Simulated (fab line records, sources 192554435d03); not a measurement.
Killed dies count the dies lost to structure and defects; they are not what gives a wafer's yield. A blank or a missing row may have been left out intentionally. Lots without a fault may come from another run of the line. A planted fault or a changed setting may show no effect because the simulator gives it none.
fab line records -- flow n5_finfet
[record] lots = 7, wafers = 21, last_day = 18
route steps=1938 shown BEOL_M4@1111 BEOL_M7@1285 BEOL_M8@1336 BEOL_M15@1830 PASSIVATION@1936
lots with no fault: from the same line, run without faults
start_h: the number of hours between the record's first day and the start of the first shown wafer of the lot -- wait_h: time in hours since the lot's previous step -- " same as the row above -- L1.1+2: a single row standing in for several wafers -- - no value, or no start given -- * or withheld: withheld -- < > ~ a bound
route shown NAME@n: a module of which the file shows steps, and the number in the route of the first -- usual: average and standard deviation across the fault-free wafers -- same: alike in all rows -- chamber/n: place in a boat -- sites: per-site readings -- _std_site: the standard deviation of these -- _edge_site: mean of outer sites minus mean of inner sites -- radius_mm: how far each site lies from the wafer's centre -- mask NAME#n: copy n -- behind: tool/chamber where the wafer was last shaped -- hold: why the lot was held/for how many hours/how that ended -- device: which transistor (n, p or np) failed to switch -- end of line: the tests these same wafers got at the end of their route -- a step given without rows: its recipe and nothing more -- killed: dies that structure and defects cost at the first sort, which is not the same as the wafer's yield -- map: a wafer's dies, x killed, . not, _ none there
set.NAME: the setting that was run; set.NAME@STEP: the one run at that earlier step -- model.NAME: the simulator's own value behind a step, which no gauge read
route steps across a sampled set of lots; one table per step, one row per wafer
services: when a tool's chamber went out of use (start_h, in hours from the record's first day, below 0 if earlier), for how many hours, and the reason
[[steps]]
[step N5_BEOL_M4_RC_MEAS_101]
[usual] DIBL_N = 35.4/2.1, DIBL_P = 34.8/2.6, IOFF_N = 0.15/0.037, IOFF_P = 0.19/0.037, ION_N = 677/16, ION_P = 462/9.3, SS_N = 71.4/0.75, SS_P = 72.9/0.77, VT_N = 250/3.7, VT_P = -251/3.5
lot.wafer,tool,chamber,start_h,wait_h,DIBL_N[mV/V],DIBL_P[mV/V],IOFF_N[nA/um],IOFF_P[nA/um],ION_N[uA/um],ION_P[uA/um],SS_N[mV/dec],SS_P[mV/dec],VT_N[mV],VT_P[mV]
L743.1,prober-01,0,197.97,0.0,35.3,35.4,0.15,0.19,690,464,71.8,73.3,245,-253
L743.3,prober-01,0,197.97,0.0,36.9,36.0,0.16,0.18,677,453,71.4,72.7,250,-255
L743.6,prober-01,0,197.97,0.0,31.4,29.3,0.09,0.12,657,449,70.0,71.3,256,-259
L744.1,prober-02,0,198.45,0.2,34.7,35.4,0.15,0.18,697,463,70.7,72.6,249,-256
L744.3,prober-02,0,198.45,0.2,31.1,31.0,0.09,0.13,665,461,70.3,71.1,256,-256
L744.5,prober-02,0,198.45,0.2,35.3,35.7,0.14,0.19,679,464,71.1,72.5,249,-252
L747.1,prober-01,0,202.96,0.5,34.8,33.8,0.13,0.16,664,456,71.1,73.1,251,-257
L747.2,prober-01,0,202.96,0.5,37.2,36.0,0.16,0.18,678,457,71.7,73.2,248,-253
L747.6,prober-01,0,202.96,0.5,34.0,32.3,0.12,0.13,660,448,70.9,71.5,255,-257
L750.2,prober-01,0,230.56,0.2,34.5,34.6,0.13,0.17,684,464,71.4,72.2,252,-252
L750.4,prober-01,0,230.56,0.2,36.8,37.8,0.15,0.20,669,453,71.6,73.7,251,-255
L750.5,prober-01,0,230.56,0.2,36.8,36.9,0.16,0.19,668,457,71.8,73.4,249,-253
L751.1,prober-01,0,231.34,0.7,36.0,34.6,0.13,0.21,649,450,71.0,73.0,250,-251
L751.3,prober-01,0,231.34,0.7,36.2,34.6,0.15,0.20,677,466,71.3,73.2,246,-252
L751.4,prober-01,0,231.34,0.7,37.3,35.1,0.15,0.19,661,450,71.3,72.4,249,-251
L762.1,prober-01,0,303.81,0.3,40.6,40.7,0.28,0.31,709,480,73.2,74.6,241,-246
L762.5,prober-01,0,303.81,0.3,38.2,37.9,0.23,0.25,708,479,72.2,73.6,244,-245
L762.6,prober-01,0,303.81,0.3,36.6,36.7,0.18,0.22,702,478,72.0,73.9,246,-247
L763.1,prober-01,0,327.31,0.0,35.5,35.0,0.15,0.23,676,468,71.7,73.1,254,-243
L763.2,prober-01,0,327.31,0.0,32.7,31.9,0.11,0.18,672,472,70.3,71.7,254,-247
L763.3,prober-01,0,327.31,0.0,35.4,36.6,0.16,0.25,688,474,71.5,72.9,249,-244
[step N5_BEOL_M7_STRIP_19]
[recipe] chemistry = O2, power_w = 400, temp_c = 40, pressure_mtorr = 30, rf_frequency_hz = 6e+07, bias_power_w = 0, overash_fraction = 0.2, o2_flow_sccm = 225
[usual] drypump_motor_current_A = 5.7/0.54, oes_product_au = 0.80/0.089, rf_vpp_V = 3.5/0.59, showerhead_plenum_p_Torr = 2.10/0.059, throttle_valve_pct = 16.72/0.23
lot.wafer,tool,chamber,start_h,wait_h,drypump_motor_current_A,oes_product_au,rf_hours_counter_h,rf_vpp_V,showerhead_plenum_p_Torr,throttle_valve_pct
L744.1,rie_diel-04,2,221.96,0.2,6.1,0.69,234,3.7,2.16,17.10
L744.3,rie_diel-04,0,221.96,0.2,5.6,0.95,5,2.9,2.08,16.79
L744.5,rie_diel-04,0,221.96,0.2,5.6,0.95,-,3.2,2.08,16.81
L743.1,rie_diel-04,3,223.60,0.1,5.3,0.71,222,3.9,2.16,16.62
L743.3,rie_diel-04,0,223.60,0.1,5.6,0.96,6,3.7,2.08,16.80
L743.6,rie_diel-04,2,223.60,0.1,6.1,0.68,-,3.8,2.16,17.09
L747.1,rie_diel-04,2,229.70,0.2,6.1,0.68,237,2.5,2.16,17.12
L747.2,rie_diel-04,3,229.70,0.2,5.3,0.70,224,2.5,2.16,16.65
L747.6,rie_diel-04,1,229.70,0.2,6.6,0.77,-,3.2,2.12,16.54
L750.2,rie_diel-06,3,255.81,0.2,5.3,0.72,198,2.6,1.97,16.93
L750.4,rie_diel-06,0,255.81,0.2,5.3,0.80,-,3.5,2.05,16.92
L750.5,rie_diel-06,2,255.81,0.2,4.8,0.89,-,3.3,2.14,16.36
L751.1,rie_diel-04,1,256.00,0.1,6.5,0.78,130,2.9,2.12,16.55
L751.3,rie_diel-04,2,256.00,0.1,6.1,0.68,244,3.4,2.16,17.12
L751.4,rie_diel-04,3,256.00,0.1,5.3,0.69,231,3.6,2.16,16.64
L762.1,rie_diel-06,1,331.97,0.1,5.2,0.92,33,2.8,2.23,16.46
L762.5,rie_diel-06,0,331.97,0.1,5.3,0.79,-,4.2,2.04,16.96
L762.6,rie_diel-06,1,331.97,0.1,5.1,0.91,-,3.9,2.23,16.47
L763.1,rie_diel-04,0,355.52,0.3,5.6,0.86,48,4.3,2.06,16.89
L763.2,rie_diel-04,2,355.52,0.3,6.1,0.92,18,4.1,2.15,16.64
L763.3,rie_diel-04,1,355.52,0.3,6.5,0.73,166,3.1,2.11,16.61
[step N5_BEOL_M7_DESCUM_33]
[recipe] chemistry = O2, time_s = 7, source_power_w = 50, bias_power_w = 20, pressure_mtorr = 20, rf_frequency_hz = 2.712e+07, temp_c = 40, resist = CAR-EUV, o2_flow_sccm = 225
[usual] drypump_motor_current_A = 5.6/0.47, oes_product_au = 0.80/0.086, rf_vpp_V = 242.7/1.3, showerhead_plenum_p_Torr = 2.06/0.063, throttle_valve_pct = 20.5/0.31
lot.wafer,tool,chamber,start_h,wait_h,drypump_motor_current_A,oes_product_au,rf_hours_counter_h,rf_vpp_V,showerhead_plenum_p_Torr,throttle_valve_pct
L744.1,rie_diel-04,2,222.81,0.0,6.1,0.68,234,244.9,2.16,20.9
L744.3,rie_diel-04,3,222.81,0.0,5.3,0.70,222,244.5,2.16,20.3
L744.5,rie_diel-04,0,222.81,0.0,5.6,0.94,-,244.9,2.07,20.6
L743.1,rie_diel-02,1,224.15,0.0,5.9,0.84,80,242.4,2.03,20.2
L743.3,rie_diel-02,2,224.15,0.0,5.7,0.66,239,242.1,2.04,20.0
L743.6,rie_diel-02,1,224.15,0.0,5.9,0.83,-,241.9,2.03,20.2
L747.1,rie_diel-06,2,232.39,0.0,4.8,0.90,14,242.9,2.14,20.1
L747.2,rie_diel-06,0,232.39,0.0,5.4,0.82,75,242.9,2.05,20.8
L747.6,rie_diel-06,3,232.39,0.0,5.3,0.72,-,240.1,1.97,20.6
L750.2,rie_diel-02,3,257.58,0.0,5.0,0.75,151,243.0,1.99,20.8
L750.4,rie_diel-02,1,257.58,0.0,5.9,0.83,92,242.2,2.03,20.2
L750.5,rie_diel-02,1,257.58,0.0,5.9,0.82,-,241.0,2.03,20.2
L751.1,rie_diel-04,3,258.02,0.3,5.3,0.70,232,242.8,2.16,20.3
L751.3,rie_diel-04,0,258.02,0.3,5.6,0.93,15,242.0,2.07,20.7
L751.4,rie_diel-04,2,258.02,0.3,6.1,0.69,245,244.9,2.15,20.9
L762.1,rie_diel-02,2,335.63,0.6,5.8,0.92,17,241.7,2.03,19.9
L762.5,rie_diel-02,0,335.63,0.6,6.0,0.73,-,242.8,2.04,20.7
L762.6,rie_diel-02,3,335.63,0.6,5.0,0.75,-,243.0,1.98,20.9
L763.1,rie_diel-02,1,357.85,0.0,5.9,0.79,125,241.5,2.02,20.3
L763.2,rie_diel-02,3,357.85,0.0,5.0,0.73,183,243.1,1.98,20.9
L763.3,rie_diel-02,0,357.85,0.0,6.0,0.71,231,242.8,2.04,20.8
[step N5_BEOL_M7_ALD_77]
[recipe] material = TaN, target_thk_a = 20, temp_c = 275, ald_precursor_family = PDMAT, ald_co_reactant = NH3, pressure_torr = 3, carrier_flow_sccm = 1500, pulse_time_s = 2, purge_time_s = 3, co_reactant_purge_time_s = 2, co_reactant_pulse_time_s = 3, ald_cycles = 40, precursor_vessel_temp_c = 75, precursor_vessel_pressure_torr = 26.25, precursor_vessel_carrier_sccm = 1000
[usual] ald_cycles = 40/0, heater_power_w = 419/33
lot.wafer,tool,chamber,start_h,wait_h,ald_cycles,heater_power_w
L744.1,ald_metal-02,3,224.92,0.0,40,422
L744.3,ald_metal-02,0,224.92,0.0,40,397
L744.5,ald_metal-02,2,224.92,0.0,40,385
L743.1,ald_metal-02,2,225.30,0.0,40,381
L743.3,ald_metal-02,0,225.30,0.0,40,396
L743.6,ald_metal-02,1,225.30,0.0,40,401
L747.1,ald_metal-02,0,233.53,0.0,40,408
L747.2,ald_metal-02,1,233.53,0.0,40,411
L747.6,ald_metal-02,2,233.53,0.0,40,378
L750.2,ald_metal-03,1,259.49,0.0,40,475
L750.4,ald_metal-03,3,259.49,0.0,40,408
L750.5,ald_metal-03,2,259.49,0.0,40,478
L751.1,ald_metal-02,3,259.59,0.0,40,412
L751.3,ald_metal-02,1,259.59,0.0,40,409
L751.4,ald_metal-02,2,259.59,0.0,40,384
L762.1,ald_metal-02,3,337.16,0.0,18,414
L762.5,ald_metal-02,0,337.16,0.0,40,400
L762.6,ald_metal-02,1,337.16,0.0,40,410
L763.1,ald_metal-03,0,358.96,0.1,40,380
L763.2,ald_metal-03,1,358.96,0.1,40,476
L763.3,ald_metal-03,2,358.96,0.1,40,478
[step N5_BEOL_M8_HM_DEP_02]
[recipe] material = TiN, target_thk_a = 200, temp_c = 25, chamber_pressure_pa = 0.49996
[usual] throttle_valve_pct = 30.6/0.92
lot.wafer,tool,chamber,start_h,wait_h,throttle_valve_pct
L744.1,pvd_sputter-03,-,228.02,0.9,32.0
L744.3,pvd_sputter-03,-,228.02,0.9,28.8
L744.5,pvd_sputter-03,-,228.02,0.9,28.8
L743.1,pvd_sputter-03,-,228.36,0.6,28.7
L743.3,pvd_sputter-03,-,228.36,0.6,29.5
L743.6,pvd_sputter-03,-,228.36,0.6,32.0
L747.1,pvd_sputter-01,-,238.48,2.7,30.3
L747.2,pvd_sputter-01,-,238.48,2.7,31.6
L747.6,pvd_sputter-01,-,238.48,2.7,30.1
L750.2,pvd_sputter-03,-,265.52,3.1,28.8
L750.4,pvd_sputter-03,-,265.52,3.1,32.1
L750.5,pvd_sputter-03,-,265.52,3.1,32.0
L751.1,pvd_sputter-03,-,265.74,2.9,28.9
L751.3,pvd_sputter-03,-,265.74,2.9,29.9
L751.4,pvd_sputter-03,-,265.74,2.9,32.3
L762.1,pvd_sputter-02,-,340.14,0.2,30.6
L762.5,pvd_sputter-02,-,340.14,0.2,30.2
L762.6,pvd_sputter-02,-,340.14,0.2,30.6
L763.1,pvd_sputter-03,-,361.52,0.2,32.2
L763.2,pvd_sputter-03,-,361.52,0.2,31.1
L763.3,pvd_sputter-03,-,361.52,0.2,29.9
[step N5_BEOL_M15_RC_MEAS_101]
[usual] COMB_M10 = 1.42e-11/2.9e-12, COMB_M11 = 1.5e-11/3.1e-12, COMB_M12 = 6.8e-12/1.3e-12, COMB_M13 = 5.1e-12/1.1e-12, COMB_M14 = 3.7e-12/8.8e-13, COMB_M15 = 2.7e-12/6.4e-13, COMB_M5 = 3.7e-11/8.3e-12, COMB_M6 = 2.5e-11/4.8e-12, COMB_M7 = 2.5e-11/5.5e-12, COMB_M7_max_site = 3.6e-11/8.7e-12, COMB_M8 = 2.7e-11/5.2e-12, COMB_M8_max_site = 3.8e-11/8.4e-12, COMB_M9 = 1.5e-11/3.1e-12, SERP_M10 = 3.03/0.11, SERP_M11 = 3.09/0.085, SERP_M12 = 0.624/0.02, SERP_M12_max_site = 0.637/0.021, SERP_M13 = 0.308/0.0087, SERP_M13_max_site = 0.311/0.0088, SERP_M14 = 0.156/0.0058, SERP_M5 = 40.3/2.2, SERP_M6 = 13.5/0.73, SERP_M7 = 14.3/0.75, SERP_M8 = 13.8/0.71, SERP_M9 = 3.07/0.085
lot.wafer,tool,chamber,start_h,wait_h,COMB_M10[S/m],COMB_M11[S/m],COMB_M12[S/m],COMB_M13[S/m],COMB_M14[S/m],COMB_M15[S/m],COMB_M5[S/m],COMB_M6[S/m],COMB_M7[S/m],COMB_M7_max_site[S/m],COMB_M8[S/m],COMB_M8_max_site[S/m],COMB_M9[S/m],SERP_M10[ohm/um],SERP_M11[ohm/um],SERP_M12[ohm/um],SERP_M12_max_site[ohm/um],SERP_M13[ohm/um],SERP_M13_max_site[ohm/um],SERP_M14[ohm/um],SERP_M5[ohm/um],SERP_M6[ohm/um],SERP_M7[ohm/um],SERP_M8[ohm/um],SERP_M9[ohm/um]
L744.1,prober-02,0,291.39,0.0,1.89e-11,1.5e-11,6.6e-12,3.7e-12,5.6e-12,2.9e-12,5.8e-11,2.4e-11,2.8e-11,3.3e-11,2.5e-11,4.4e-11,1.4e-11,2.93,3.29,0.640,0.660,0.320,0.324,0.147,40.8,14.4,13.7,13.6,3.12
L744.3,prober-02,0,291.39,0.0,1.99e-11,1.4e-11,7.6e-12,3.8e-12,3.9e-12,3.6e-12,4.2e-11,2.9e-11,2.1e-11,3.2e-11,2.8e-11,4e-11,1.5e-11,2.90,3.15,0.635,0.645,0.305,0.311,0.160,40.2,14.6,13.5,12.1,3.24
L744.5,prober-02,0,291.39,0.0,1.48e-11,1.6e-11,7.6e-12,4.2e-12,5.1e-12,3e-12,4.6e-11,3.1e-11,2.4e-11,3.2e-11,2.6e-11,3.6e-11,1.5e-11,2.83,3.12,0.658,0.665,0.313,0.316,0.149,44.8,15.2,14.0,13.1,3.17
L743.1,prober-02,0,294.52,0.0,1.52e-11,1.3e-11,7e-12,4.6e-12,2.8e-12,3.6e-12,2.6e-11,3e-11,3.2e-11,4.1e-11,2.6e-11,3.6e-11,1.8e-11,3.10,3.06,0.621,0.635,0.290,0.293,0.160,39.4,13.0,13.5,14.3,3.04
L743.3,prober-02,0,294.52,0.0,1.66e-11,1.3e-11,6.5e-12,4.4e-12,2.3e-12,4.2e-12,2.8e-11,1.8e-11,3e-11,6.9e-11,2.8e-11,4.2e-11,1.2e-11,3.03,3.11,0.615,0.627,0.304,0.308,0.149,38.7,13.3,14.2,14.4,3.01
L743.6,prober-02,0,294.52,0.0,1.52e-11,1.3e-11,6.5e-12,4.6e-12,2.6e-12,2.9e-12,2.9e-11,2.7e-11,4.1e-11,6.4e-11,4.2e-11,5.3e-11,1.5e-11,2.90,3.14,0.610,0.622,0.311,0.314,0.159,39.4,13.3,14.2,14.1,3.04
L747.1,prober-01,0,310.17,0.2,1.38e-11,1.7e-11,5.6e-12,4.1e-12,3.8e-12,1.8e-12,4.7e-11,3.9e-11,2.3e-11,4.2e-11,3.1e-11,4.8e-11,1.1e-11,3.22,3.04,0.649,0.668,0.317,0.320,0.150,43.3,14.2,14.3,13.3,3.00
L747.2,prober-01,0,310.17,0.2,1.19e-11,1.9e-11,5.7e-12,5.1e-12,3.3e-12,1.8e-12,4e-11,2.7e-11,2.8e-11,3.9e-11,3.1e-11,5.9e-11,1.4e-11,3.20,2.97,0.605,0.630,0.309,0.311,0.161,39.6,14.1,14.4,13.2,3.00
L747.6,prober-01,0,310.17,0.2,1.5e-11,1.9e-11,6.3e-12,3.9e-12,3.6e-12,2.3e-12,3.4e-11,2.4e-11,2.2e-11,2.8e-11,3.5e-11,4.3e-11,1.9e-11,3.21,3.03,0.609,0.616,0.325,0.328,0.159,39.2,14.3,14.2,13.4,3.03
L750.2,prober-02,0,328.07,0.2,1.52e-11,1.4e-11,6.6e-12,4.1e-12,3.9e-12,3.3e-12,3.5e-11,2.4e-11,2.4e-11,4.2e-11,3.2e-11,4e-11,1.3e-11,3.01,3.00,0.629,0.641,0.324,0.326,0.155,40.9,12.2,13.3,14.5,2.95
L750.4,prober-02,0,328.07,0.2,1.12e-11,1.7e-11,6.6e-12,5.5e-12,6.2e-12,3e-12,3.2e-11,3.3e-11,2.8e-11,4.4e-11,2.4e-11,3.3e-11,1.2e-11,2.91,2.96,0.643,0.659,0.306,0.309,0.150,35.7,13.1,13.9,13.0,3.25
L750.5,prober-02,0,328.07,0.2,1.47e-11,1.5e-11,5.4e-12,4.6e-12,6.2e-12,3.1e-12,4e-11,2.5e-11,1.7e-11,3.2e-11,2.2e-11,3.2e-11,1.4e-11,2.98,2.95,0.644,0.659,0.300,0.303,0.153,37.7,12.9,13.8,15.0,3.12
L751.1,prober-01,0,328.81,0.0,1.01e-11,1.7e-11,7.4e-12,4.2e-12,2.5e-12,2.2e-12,3e-11,2e-11,2.2e-11,2.9e-11,2.4e-11,2.9e-11,1.5e-11,2.99,3.18,0.631,0.650,0.289,0.292,0.169,38.6,14.3,15.0,13.6,3.01
L751.3,prober-01,0,328.81,0.0,1.3e-11,1.2e-11,7.6e-12,4.5e-12,2.7e-12,1.7e-12,2.7e-11,2.4e-11,2.9e-11,3.2e-11,2.5e-11,3.2e-11,1.5e-11,2.89,3.28,0.617,0.627,0.302,0.304,0.149,40.1,13.7,15.3,13.7,3.00
L751.4,prober-01,0,328.81,0.0,7.9e-12,1.8e-11,5.6e-12,4.7e-12,2.8e-12,2e-12,2.8e-11,3e-11,2.6e-11,3.9e-11,3.4e-11,5.7e-11,1.3e-11,3.08,3.24,0.606,0.612,0.311,0.314,0.153,44.1,14.9,14.3,13.7,3.01
L762.1,prober-02,0,392.07,0.0,1.62e-11,1.4e-11,7.8e-12,6.2e-12,3.8e-12,2.5e-12,4.2e-11,2.5e-11,2.01e-10,4.42e-10,2.3e-11,2.9e-11,1.3e-11,3.12,2.97,0.584,0.593,0.321,0.326,0.154,40.3,13.6,12.1,15.3,3.02
L762.5,prober-02,0,392.07,0.0,1.14e-11,2.1e-11,7.4e-12,6.7e-12,3.3e-12,2.8e-12,5.7e-11,2.3e-11,2.2e-11,2.9e-11,2e-11,2.9e-11,1.6e-11,3.05,2.94,0.613,0.629,0.317,0.319,0.153,37.7,13.0,12.8,14.6,2.96
L762.6,prober-02,0,392.07,0.0,1.6e-11,1.7e-11,8.9e-12,6.4e-12,4.2e-12,2.2e-12,4.6e-11,2.9e-11,3.3e-11,5.8e-11,2.4e-11,3.3e-11,2.2e-11,3.09,3.03,0.574,0.583,0.308,0.312,0.155,41.6,13.7,12.9,14.2,3.05
L763.1,prober-01,0,423.64,0.0,1.13e-11,1.2e-11,6.8e-12,5.1e-12,3.8e-12,2.2e-12,3.5e-11,2.8e-11,3.1e-11,3.9e-11,2.4e-11,3.7e-11,1.4e-11,3.16,3.20,0.629,0.643,0.319,0.321,0.159,44.8,12.4,13.4,12.9,3.12
L763.2,prober-01,0,423.64,0.0,1.24e-11,1.1e-11,5.1e-12,4.5e-12,3.8e-12,2e-12,3.2e-11,3e-11,3e-11,4.8e-11,1.5e-11,2.7e-11,1.8e-11,3.19,3.18,0.587,0.595,0.314,0.318,0.156,44.6,13.8,13.4,14.2,3.10
L763.3,prober-01,0,423.64,0.0,2.01e-11,1.4e-11,7.3e-12,4.9e-12,4.2e-12,2.8e-12,3.2e-11,2.7e-11,2.4e-11,3.5e-11,2.8e-11,3.3e-11,1.8e-11,2.98,3.15,0.610,0.622,0.290,0.293,0.153,40.8,12.5,14.5,14.5,3.02
// sites COMB_M7 radius_mm=0,75,75,75,75,140,140,140,140
L744.1 3.3e-11 2.8e-11 1.9e-11 2.3e-11 2.4e-11 2.8e-11 3e-11 3.2e-11 3.1e-11
L743.1 3.2e-11 3.8e-11 2.7e-11 2.8e-11 2.8e-11 3.7e-11 3.6e-11 2.2e-11 4.1e-11
L747.1 2e-11 2.9e-11 4.2e-11 3.1e-11 1.8e-11 2.3e-11 2e-11 1.7e-11 3.1e-11
L750.2 3.7e-11 3.2e-11 2.2e-11 2.4e-11 2.9e-11 4.2e-11 1.9e-11 2.4e-11 2.1e-11
L751.1 2e-11 2.2e-11 2.7e-11 2e-11 2.8e-11 1.9e-11 2.2e-11 2.9e-11 2e-11
L762.1 2.86e-10 2.04e-10 2.01e-10 2.5e-10 4.42e-10 1.61e-10 1.84e-10 1.91e-10 1.98e-10
L763.1 2.6e-11 3.2e-11 3.1e-11 3.7e-11 3.9e-11 3.7e-11 2.2e-11 2.7e-11 2.1e-11
[step N5_PASSIVATION_PROBE_49]
[usual] defect_limited_yield = 90.5/1.7, killed_at_M0_to_M3 = 37/12, killed_at_M4_up = 14/5.2, killed_at_contacts = 12/5.9, killed_at_front_end = 45/14, killed_at_other = 3.5/2.8, killed_dies = 112/21, killed_open = 73/15, killed_short = 36/8.9, sort_bin_4_leakage = 0.00/0.007, sort_bin_5_function = 5.6/1.2, sort_bin_6_memory = 3.5/0.68, sort_bin_8_speed = 0.01/0.1, sort_n_pass = 1068/21, sort_yield_pct = 90.5/1.8
[same] gross_dies = 1180, killed_at_back_side = 0
lot.wafer,tool,chamber,start_h,wait_h,defect_limited_yield[%],killed_at_M0_to_M3,killed_at_M4_up,killed_at_contacts,killed_at_front_end,killed_at_other,killed_dies,killed_open,killed_short,sort_bin_4_leakage[%],sort_bin_5_function[%],sort_bin_6_memory[%],sort_bin_8_speed[%],sort_n_pass,sort_yield_pct[%]
L747.1,prober-02,-,324.27,0.0,91.9,40,19,15,15,6,95,64,30,0,4.4,3.5,0,1085,91.9
L747.2,prober-02,-,324.32,0.1,92.5,33,15,11,29,0,88,58,29,0,4.0,3.1,0,1092,92.5
L747.6,prober-02,-,324.52,0.3,90.9,48,19,14,23,3,107,70,36,0,5.4,3.2,0,1073,90.9
L762.1,prober-01,-,407.23,0.0,85.7,29,51,13,65,11,169,81,44,3.39,6.2,3.9,0,1010,85.6
L762.5,prober-01,-,407.43,0.2,89.8,15,13,19,66,7,120,85,31,0,5.9,3.8,0,1060,89.8
L762.6,prober-01,-,407.48,0.3,89.5,25,21,9,59,10,124,87,34,0,7.1,3.1,0,1056,89.5
// killed by level:class
L747.1 MOL_CONTACT_COAG:geometric_particle:open=11 BEOL_M0_SAQP:geometric_particle:open=10 BEOL_M3:geometric_particle:open=9 BEOL_M4:geometric_particle:open=9 BEOL_M0_SAQP:geometric_particle:short=8 STI_FIN_REVEAL:geometric_particle:open=4 DUMMY_GATE:geometric_particle:open=4 MOL_CONTACT_COAG:geometric_particle:short=4
L747.2 BEOL_M0_SAQP:geometric_particle:open=13 MOL_CONTACT_COAG:geometric_particle:open=9 BEOL_M0_SAQP:geometric_particle:short=7 ILD0:geometric_particle:open=6 GATE_CUT:geometric_particle:short=6 FIN_SAQP:geometric_particle:short=5 BEOL_M4:geometric_particle:open=5 BEOL_M1:geometric_particle:open=4
L747.6 BEOL_M0_SAQP:geometric_particle:open=16 BEOL_M0_SAQP:geometric_particle:short=13 MOL_CONTACT_COAG:geometric_particle:open=12 BEOL_M4:geometric_particle:open=8 BEOL_M1:geometric_particle:open=7 BEOL_M3:geometric_particle:open=5 DUMMY_GATE:geometric_particle:short=4 ILD0:geometric_particle:open=4
L762.1 M7:area_ald=39 STI_FIN_REVEAL:geometric_particle:open=22 FIN_SAQP:geometric_particle:short=15 FIN_SAQP:geometric_particle:open=8 MOL_CONTACT_COAG:geometric_particle:open=8 BEOL_M1:geometric_particle:open=8 GATE_CUT:geometric_particle:short=6 MOL_CONTACT_COAG:geometric_particle:short=5
L762.5 FIN_SAQP:geometric_particle:open=18 MOL_CONTACT_COAG:geometric_particle:open=16 STI_FIN_REVEAL:geometric_particle:open=14 FIN_SAQP:geometric_particle:short=9 GATE_CUT:geometric_particle:short=8 BEOL_M1:geometric_particle:open=7 DUMMY_GATE:geometric_particle:open=5 BEOL_M2:geometric_particle:open=4
L762.6 STI_FIN_REVEAL:geometric_particle:open=24 BEOL_M1:geometric_particle:open=12 FIN_SAQP:geometric_particle:short=10 BEOL_M4:geometric_particle:open=9 FIN_SAQP:geometric_particle:open=7 BEOL_M2:geometric_particle:open=6 MOL_CONTACT_COAG:geometric_particle:open=5 STARTING-WAFER:geometric_particle:open=5
[[services]]
tool,chamber,start_h,hours,kind
rie_diel-04,2,198.53,2.8,repair
rie_diel-06,2,218.19,13.6,repair
rie_diel-06,0,220.16,6.2,repair
ald_metal-02,-,238.32,2.8,pm
rie_diel-02,3,243.66,9.1,repair
rie_diel-02,2,249.10,3.6,repair
ald_metal-03,2,256.20,1.8,repair
ald_metal-02,1,259.77,20.7,repair
rie_diel-06,-,266.11,2.8,pm
rie_diel-04,0,266.58,4.5,repair
ald_metal-03,-,267.58,14.6,pm
rie_diel-04,2,276.19,-,clean
rie_diel-04,2,276.19,-,consumable_replace:focus_ring
rie_diel-04,2,276.19,25.5,scheduled_down
rie_diel-04,2,276.19,25.5,vent_cycle
ald_metal-03,3,285.55,13.2,repair
pvd_sputter-02,-,288.91,7.9,repair
pvd_sputter-02,-,303.50,6.2,repair
ald_metal-03,-,326.58,1.0,repair
rie_diel-06,3,330.98,3.6,repair
rie_diel-04,3,338.27,-,clean
rie_diel-04,3,338.27,-,consumable_replace:focus_ring
rie_diel-06,3,344.09,19.8,repair
rie_diel-06,0,359.62,9.0,repair
[[key]]
[first_sign] step = N5_BEOL_M7_ALD_77, reading = ald_cycles, direction = down, sigmas = 99+, usual = *, struck = *
[effect] step = N5_BEOL_M15_RC_MEAS_101, reading = COMB_M7, direction = up, sigmas = 32, usual = 2.5e-11, struck = 2.01e-10
[effect] step = N5_PASSIVATION_PROBE_49, reading = sort_bin_4_leakage, direction = up, sigmas = 40, usual = 0.00, struck = 3.39
[more_kills_born_at] N5_BEOL_M7_ALD_77@ald_metal-02 = 39
met_at N5_BEOL_M7_ALD_77
struck_lots L762
struck_wafers L762.1
not_acting_at N5_BEOL_M7_STRIP_19,N5_BEOL_M7_DESCUM_33,N5_BEOL_M8_HM_DEP_02
onset_between 259.59 337.16
[fault] kind = process_parameter_drift, tool = ald_metal-02, chamber = -, onset_h = 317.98, steps = N5_BEOL_M7_ALD_77, channel = ald_cycles, offset = *, shape = step, end_h = 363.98, scope = struck_wafers_only, acts_in = *, stated = *
